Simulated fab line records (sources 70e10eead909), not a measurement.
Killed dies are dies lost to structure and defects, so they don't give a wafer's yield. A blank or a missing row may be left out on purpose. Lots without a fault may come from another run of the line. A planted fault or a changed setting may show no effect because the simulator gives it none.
Code-filled problem report in 8D (eight disciplines) form / flow nand_harc / the parts of the form that need people (team, actions taken, sign-off) are left out

1. THE ISSUE
Wafers without a fault read 6, standard deviation 3.3; raw_defect_count at NHARC_A_CHANNEL_HOLE_D1_INSPECT_12 reads a mean of 544 on 9 wafers belonging to 3 lots. That is +99 or more standard deviations from the usual mean.
Seen first at day 12 12:29 on defect_inspect-01, wafer L921.1. At this step, 33 wafers from 11 lots have a number in the record. By rule, "out" or "out of limits" means more than 4 standard deviations away from the usual mean. Any other wafer with a number is counted as sound.

2. WHAT IT IS; WHAT IT IS NOT
question=which readings at this step | is=raw_defect_count | is not=-
question=which lots | is=L920, L921, L922 | is not=L910, L911, L915, L916, L923, L926, L928, L931
question=which wafers of those lots | is=all that have a number | is not=-
question=read on which gauges | is=defect_inspect-01, defect_inspect-02 | is not=-
question=when | is=from day 12 12:29 | is not=up to then (12 sound wafers); but 12 sound wafers of L923, L926, L928, L931 came after

3. THE SUSPECTS, EACH WITH WHAT RULES IT OUT
Counting: any tool at a process step up to the reading is kept as a suspect provided that every lot that is out went through it and no sound lot did after the first of them.
- ruled out: the gauge at NHARC_A_CHANNEL_HOLE_D1_INSPECT_12. Those wafers that are out were read across 2 gauges (defect_inspect-01, defect_inspect-02).
- acl_dep-01 at NHARC_A_CHANNEL_HOLE_D1_DEP_00 (deposits aC, target thk 3100 nm): kept. It processed each lot that is out, first L921 at day 12 09:50, and no sound lot thereafter; up to then, the last sound lot it processed was L915 at day 9 23:26.
The count leaves acl_dep-01 at NHARC_A_CHANNEL_HOLE_D1_DEP_00.

4. THE CAUSE (what the simulator had put in)
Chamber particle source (acl_dep-01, NHARC_A_CHANNEL_HOLE_D1_DEP_00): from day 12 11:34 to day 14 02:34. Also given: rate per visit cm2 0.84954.
After counting, this tool was the only one left.

5. THE EFFECT CHAIN, in route order
Each row: a reading where the mean over the struck wafers with a number is more than 3 standard deviations away from the usual. Only readings for which the record gives a usual standard deviation are gone through. hours: the time from each lot's start at the first step in this table that gives one to its start at this step, as a median over the lots. sigmas: the change in usual standard deviations.
hours=0; step=NHARC_A_CHANNEL_HOLE_D1_INSPECT_12; reading=raw_defect_count; usual=6; on struck wafers=544; change=+538; sigmas=+99 or more
hours=18; step=NHARC_A_CHANNEL_HOLE_D1_INSPECT_40; reading=raw_defect_count; usual=66; on struck wafers=608; change=+542; sigmas=+26
hours=290; step=NHARC_END_SORT_01; reading=killed_at_array; usual=27; on struck wafers=84; change=+57; sigmas=+4.7
hours=290; step=NHARC_END_SORT_01; reading=killed_dies; usual=31; on struck wafers=87; change=+56; sigmas=+4.7

6. WHAT WOULD HAVE CAUGHT IT SOONER
In this record the first reading out of limits at a measuring or inspecting step was taken at day 12 12:29, 1 hour after the fault began at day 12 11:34.
Tool readings at NHARC_A_CHANNEL_HOLE_D1_DEP_00 with a usual standard deviation given in the record: none out on any struck wafer, hence no alarm at a limit of 4 standard deviations on them.
Among the 3 lots that are out, L920, L922 began NHARC_A_CHANNEL_HOLE_D1_DEP_00 on acl_dep-01 after day 12 12:29. A hold on the tool at that time would have spared those 2.
